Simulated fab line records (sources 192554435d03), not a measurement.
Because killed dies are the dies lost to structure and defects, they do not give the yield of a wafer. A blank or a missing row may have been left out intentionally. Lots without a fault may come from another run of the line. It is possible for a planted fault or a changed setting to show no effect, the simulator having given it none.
Split-lot study / flow n5Finfet / 39 wafers read from 7 lots, route of 1938 steps

== SPLIT DETAILS ==
At N5_BEOL_M0_SAQP_SPACER1_ALD_98 (deposits SiO2, target thk 12.8 nm, pulse time 1 s, purge time 2 s), the setting aldCycles was moved away from the recipe's 138 on 15 of the 39 wafers read, by -57.2% to +45.7%. All remaining wafers had this setting at the recipe value.

== FROM THE SPLIT TO THE READING: what the file shows between them, 2 steps ==
- N5_BEOL_M0_SAQP_SPACER1_ETCHBACK_99: etches SiO2 in CHF3/O2, target depth 15.4 nm, time 7.7 s
- N5_BEOL_M0_SAQP_MANDREL1_REMOVE_100: chemistry HBr/Cl2/O2, target a-Si, stops on SiNx, bt time 10 s

== THE READING ==
cdNm, in nm, at N5_BEOL_M0_SAQP_CD_MEAS_25 (target cd 13.1 nm). Typical for fault-free wafers on this fab line: 12.80 nm, with standard deviation 0.21 nm.

wafer=L075.1; tool, chamber at the split=aldSin-03, 3,1,2; aldCycles as run=138; against the recipe=recipe; cdNm, nm=12.76; against lot-mates on the recipe=-
wafer=L075.2; tool, chamber at the split=aldSin-03, 3,1,2; aldCycles as run=138; against the recipe=recipe; cdNm, nm=13.04; against lot-mates on the recipe=-
wafer=L075.3; tool, chamber at the split=aldSin-03, 0,1,0; aldCycles as run=60; against the recipe=-56.5%; cdNm, nm=5.42; against lot-mates on the recipe=-7.42
wafer=L075.4; tool, chamber at the split=aldSin-03, 3,1,2; aldCycles as run=138; against the recipe=recipe; cdNm, nm=12.72; against lot-mates on the recipe=-
wafer=L075.5; tool, chamber at the split=aldSin-03, 0,1,0; aldCycles as run=60; against the recipe=-56.5%; cdNm, nm=5.52; against lot-mates on the recipe=-7.32
wafer=L075.6; tool, chamber at the split=aldSin-03, 0,1,0; aldCycles as run=60; against the recipe=-56.5%; cdNm, nm=5.56; against lot-mates on the recipe=-7.28
wafer=L076.1; tool, chamber at the split=aldSin-03, 0,0,3; aldCycles as run=59; against the recipe=-57.2%; cdNm, nm=5.59; against lot-mates on the recipe=-7.14
wafer=L076.2; tool, chamber at the split=aldSin-03, 2,1,3; aldCycles as run=138; against the recipe=recipe; cdNm, nm=12.60; against lot-mates on the recipe=-
wafer=L076.3; tool, chamber at the split=aldSin-03, 2,1,3; aldCycles as run=138; against the recipe=recipe; cdNm, nm=12.77; against lot-mates on the recipe=-
wafer=L076.4; tool, chamber at the split=aldSin-03, 2,1,3; aldCycles as run=138; against the recipe=recipe; cdNm, nm=12.82; against lot-mates on the recipe=-
wafer=L076.5; tool, chamber at the split=aldSin-03, 0,0,3; aldCycles as run=59; against the recipe=-57.2%; cdNm, nm=5.20; against lot-mates on the recipe=-7.53
wafer=L076.6; tool, chamber at the split=aldSin-03, 0,0,3; aldCycles as run=59; against the recipe=-57.2%; cdNm, nm=5.16; against lot-mates on the recipe=-7.57
wafer=L077.1; tool, chamber at the split=aldSin-03, 2,3,0,0,1; aldCycles as run=138; against the recipe=recipe; cdNm, nm=12.79; against lot-mates on the recipe=-
wafer=L077.2; tool, chamber at the split=aldSin-03, 2,3,0,0,1; aldCycles as run=138; against the recipe=recipe; cdNm, nm=12.59; against lot-mates on the recipe=-
wafer=L077.3; tool, chamber at the split=aldSin-03, 1; aldCycles as run=138; against the recipe=recipe; cdNm, nm=12.20; against lot-mates on the recipe=-
wafer=L077.4; tool, chamber at the split=aldSin-03, 2,3,0,0,1; aldCycles as run=138; against the recipe=recipe; cdNm, nm=12.75; against lot-mates on the recipe=-
wafer=L077.5; tool, chamber at the split=aldSin-03, 2,3,0,0,1; aldCycles as run=138; against the recipe=recipe; cdNm, nm=12.96; against lot-mates on the recipe=-
wafer=L077.6; tool, chamber at the split=aldSin-03, 2,3,0,0,1; aldCycles as run=138; against the recipe=recipe; cdNm, nm=13.17; against lot-mates on the recipe=-
wafer=L078.1; tool, chamber at the split=aldSin-01, 3,2,1; aldCycles as run=63; against the recipe=-54.3%; cdNm, nm=5.77; against lot-mates on the recipe=-7.13
wafer=L078.2; tool, chamber at the split=aldSin-01, 0,2,1; aldCycles as run=138; against the recipe=recipe; cdNm, nm=12.81; against lot-mates on the recipe=-
wafer=L078.3; tool, chamber at the split=aldSin-01, 3,2,1; aldCycles as run=63; against the recipe=-54.3%; cdNm, nm=5.81; against lot-mates on the recipe=-7.09
wafer=L078.4; tool, chamber at the split=aldSin-01, 3,2,1; aldCycles as run=63; against the recipe=-54.3%; cdNm, nm=5.74; against lot-mates on the recipe=-7.16
wafer=L078.5; tool, chamber at the split=aldSin-01, 0,2,1; aldCycles as run=138; against the recipe=recipe; cdNm, nm=13.26; against lot-mates on the recipe=-
wafer=L078.6; tool, chamber at the split=aldSin-01, 0,2,1; aldCycles as run=138; against the recipe=recipe; cdNm, nm=12.63; against lot-mates on the recipe=-
wafer=L081.1; tool, chamber at the split=aldSin-02, 1,2,3; aldCycles as run=138; against the recipe=recipe; cdNm, nm=12.96; against lot-mates on the recipe=-
wafer=L081.4; tool, chamber at the split=aldSin-02, 1,2,3; aldCycles as run=138; against the recipe=recipe; cdNm, nm=12.38; against lot-mates on the recipe=-
wafer=L081.6; tool, chamber at the split=aldSin-02, 1,2,3; aldCycles as run=138; against the recipe=recipe; cdNm, nm=12.89; against lot-mates on the recipe=-
wafer=L084.1; tool, chamber at the split=aldSin-03, 3,0,1; aldCycles as run=138; against the recipe=recipe; cdNm, nm=12.97; against lot-mates on the recipe=-
wafer=L084.2; tool, chamber at the split=aldSin-03, 0,2,1; aldCycles as run=201; against the recipe=+45.7%; cdNm, nm=19.02; against lot-mates on the recipe=+6.24
wafer=L084.3; tool, chamber at the split=aldSin-03, 0,2,1; aldCycles as run=201; against the recipe=+45.7%; cdNm, nm=18.35; against lot-mates on the recipe=+5.57
wafer=L084.4; tool, chamber at the split=aldSin-03, 0,2,1; aldCycles as run=201; against the recipe=+45.7%; cdNm, nm=18.55; against lot-mates on the recipe=+5.77
wafer=L084.5; tool, chamber at the split=aldSin-03, 3,0,1; aldCycles as run=138; against the recipe=recipe; cdNm, nm=12.89; against lot-mates on the recipe=-
wafer=L084.6; tool, chamber at the split=aldSin-03, 3,0,1; aldCycles as run=138; against the recipe=recipe; cdNm, nm=12.48; against lot-mates on the recipe=-
wafer=L090.1; tool, chamber at the split=aldSin-01, 2,3; aldCycles as run=201; against the recipe=+45.7%; cdNm, nm=18.62; against lot-mates on the recipe=+5.94
wafer=L090.2; tool, chamber at the split=aldSin-01, 2,3; aldCycles as run=201; against the recipe=+45.7%; cdNm, nm=18.87; against lot-mates on the recipe=+6.19
wafer=L090.3; tool, chamber at the split=aldSin-01, 0,1,0; aldCycles as run=138; against the recipe=recipe; cdNm, nm=12.51; against lot-mates on the recipe=-
wafer=L090.4; tool, chamber at the split=aldSin-01, 1; aldCycles as run=201; against the recipe=+45.7%; cdNm, nm=18.60; against lot-mates on the recipe=+5.92
wafer=L090.5; tool, chamber at the split=aldSin-01, 0,1,0; aldCycles as run=138; against the recipe=recipe; cdNm, nm=12.56; against lot-mates on the recipe=-
wafer=L090.6; tool, chamber at the split=aldSin-01, 0,1,0; aldCycles as run=138; against the recipe=recipe; cdNm, nm=12.96; against lot-mates on the recipe=-
If several chambers appear in one row, that row covers several wafers at once and the file leaves open which wafer was in which chamber.

FIT RESULTS
A straight line over all 39 wafers: cdNm changes by +0.129 nm for each +1% of aldCycles; r = +1.00; the points scatter about the line by 0.22 nm.
The same after taking each lot's own level away (the mean of its wafers on the recipe; 39 wafers): +0.13 nm for each +1%; r = +1.00; scatter 0.22 nm.
The reading moves by 7.4 nm for the largest change in aldCycles, on that fit.
The span of the lots' own levels, 12.677 to 12.900 nm, comes to 1.1 times the standard deviation stated above.
Hence the lot-to-lot level has little effect on the slope; both slopes agree.
Check: -7.48 nm against its lot-mates is what the line predicts for one of the wafers moved furthest among these (-57.2%) when that wafer is left out of the fit. Against them it came out at -7.14 nm.

== FURTHER SPLITS ON THESE WAFERS ==
These wafers also went through other splits before the reading. Each is held against what the fit with the lots' levels taken away leaves over:
other split on the same wafers=N5_SD_EPI_N_EPI_21 timeS; wafers away from the commonest value=12; r with cdNm (lot level and that fit taken away)=+0.02
other split on the same wafers=N5_MOL_CONTACT_COAG_ETCHBACK_135 timeS; wafers away from the commonest value=9; r with cdNm (lot level and that fit taken away)=+0.26

== THE WHOLE CHAIN: every reading that the file lists as answering this split, in the file's order ==
step=N5_BEOL_M0_SAQP_SPACER1_ALD_98; what it does=deposits SiO2, target thk 12.8 nm, pulse time 1 s, purge time 2 s; reading=SiO2_of_BEOL_M0_SAQP_SPACER1_ALD_98.thkNm (the simulator's own value, which no gauge read); change (the file's fit)=+0.128 nm for each +1% of the setting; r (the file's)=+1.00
step=N5_BEOL_M0_SAQP_MANDREL1_REMOVE_100; what it does=chemistry HBr/Cl2/O2, target a-Si, stops on SiNx, bt time 10 s; reading=BEOL_M0_SAQP.cdNm (the simulator's own value, which no gauge read); change (the file's fit)=+0.128 nm for each +1% of the setting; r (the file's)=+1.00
step=N5_BEOL_M0_SAQP_MANDREL1_REMOVE_100; what it does=chemistry HBr/Cl2/O2, target a-Si, stops on SiNx, bt time 10 s; reading=SiO2_of_BEOL_M0_SAQP_SPACER1_ALD_98.thkNm (the simulator's own value, which no gauge read); change (the file's fit)=+0.0996 nm for each +1% of the setting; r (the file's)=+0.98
step=N5_BEOL_M0_SAQP_CD_MEAS_25; what it does=target cd 13.1 nm; reading=cdNm; change (the file's fit)=+0.13 nm for each +1% of the setting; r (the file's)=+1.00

== THE FILE'S OWN FIT ==
cdNm changes by +0.13 nm for each +1% of aldCycles, r = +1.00.
